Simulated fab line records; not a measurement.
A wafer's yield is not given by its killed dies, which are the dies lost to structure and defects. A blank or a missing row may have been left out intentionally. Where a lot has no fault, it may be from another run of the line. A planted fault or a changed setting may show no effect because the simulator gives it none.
A lot that was struck, set against a sound lot :: flow n5 finfet :: 15 steps out of a route of 1938
Sound: wafers L765.3, L765.4, L765.5. Wafers struck: L777.1, L777.3, L777.4. The cause is given at the end.
Per side, at each step with rows, come the tool, then ch with its chambers, and then its first start. Under that, the readings that differ: sound wafers :: struck wafers :: difference of the means :: sigmas: that difference in standard deviations of wafers without a fault.
alike: words and numbers the same on both sides, and readings whose means are apart by under 2 such deviations; not compared: readings that were withheld, readings missing a value for some wafer, numbers with overlapping values and no deviation given by the record, and bounds like >300 which may hide the same value.
The two part at a step that has a row with sigmas, a row that says differs or no value, or rows on one side only. Non-overlapping numbers with no deviation appear without sigmas and do not part them. Lack of a reading on every wafer of one side parts them only where that side has two or more wafers.

first, 8 steps without rows for these wafers: N5_MIM_BOT_LITHO_HMDS_01 (time 60 s); N5_MIM_BOT_LITHO_COAT_02; N5_MIM_BOT_LITHO_EBR_04; N5_MIM_BOT_LITHO_SOFTBAKE_03 (time 90 s); N5_MIM_BOT_LITHO_EXPOSE_05 (exposes mask MIM BOT); N5_MIM_BOT_LITHO_PEB_06; N5_MIM_BOT_LITHO_DEVELOP_07 (develop time 60 s); N5_MIM_BOT_LITHO_HARDBAKE_09 (time 120 s).
N5_MIM_BOT_LITHO_CD_MEAS_08 targets a cd of 3000 nm.
  sound on cd sem-01 ch 0, day 12 07:30; struck on cd sem-01 ch 0, day 15 21:14
  alike: cd nm
N5_MIM_BOT_LITHO_OVL_MEAS_11:
  sound on overlay-02 ch 0, day 12 07:31; struck on overlay-01 ch 0, day 15 21:16
  alike: MIM_BOT_OVL
N5_MIM_BOT_LITHO_INSPECT_12: inspects for defects (macro).
  sound: defect inspect-01 at day 12 07:33; struck: defect inspect-02 at day 15 21:17
  alike: raw defect count
N5_MIM_BOT_LITHO_DESCUM_10: chemistry O2, time 7.9 s.
  sound on rie diel-01 ch 2,3, day 12 07:35; struck on rie diel-01 ch 0,1,3, day 15 21:24
  alike: drypump motor current A, oes product au, rf vpp V, showerhead plenum p Torr, throttle valve pct
  not compared: rf hours counter h
N5_MIM_BOT_ETCH_ETCH_04: etches SiNx in CF4/O2, target depth 26 nm, time 13 s.
  sound on rie diel-01 ch 2,3, day 12 07:39; struck on rie diel-01 ch 0,1,3, day 15 21:28
reading: oes_f_703_au (a.u.)
sound: 0.90 0.88 0.87
struck: 1.24 1.08 1.00
difference: +0.22
sigmas: +3

reading: rf fwd power W (W)
sound: 530.0 532.2 532.1
struck: 662.3 660.0 658.8
difference: +128.9
sigmas: +72

reading: rf vpp V (V)
sound: 243 234 234
struck: 210 218 226
difference: -19
sigmas: -2

reading: model.etch.depth nm (nm)
sound: 26.33 24.51 24.51
struck: 32.19 31.56 31.33
difference: +6.58
sigmas: 

reading: model.MIM_BOT_ETCH.cd offset nm (nm)
sound: 0 0 0
struck: -0.4 -0.4 -0.2
difference: -0.3
sigmas: 
  alike: drypump motor current A, oes product au, showerhead plenum p Torr, throttle valve pct
  not compared: rf hours counter h
N5_MIM_BOT_ETCH_ETCH_03: etches the open film in Cl2/BCl3, target depth 12 nm.
  sound on rie metal-02 ch 0,1, day 12 07:46; struck on rie metal-02 ch 0,1, day 15 21:33
  alike: drypump motor current A, oes product au, rf fwd power W, throttle valve pct
  not compared: rf hours counter h
N5_PASSIVATION_PROBE_49:
  sound: prober-01 at day 12 18:14; struck: prober-02 at day 16 07:35
reading: sort_bin_8_speed (%)
sound: 0 0 0
struck: 0 0 2.80
difference: +1
sigmas: +3
  alike: defect limited yield, killed_at_M0_to_M3, killed_at_M4_up, killed at contacts, killed at front end, killed at other, killed dies, killed open, killed short, sort_bin_4_leakage, sort_bin_5_function, sort_bin_6_memory, sort n pass, sort yield pct

## WHERE THEY PART
Earliest at N5_MIM_BOT_ETCH_ETCH_04; latest, in this record, at N5_PASSIVATION_PROBE_49.

WHY: whatever the simulator had introduced
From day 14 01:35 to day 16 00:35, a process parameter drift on rie diel-01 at N5_MIM_BOT_ETCH_ETCH_04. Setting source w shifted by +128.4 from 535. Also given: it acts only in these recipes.
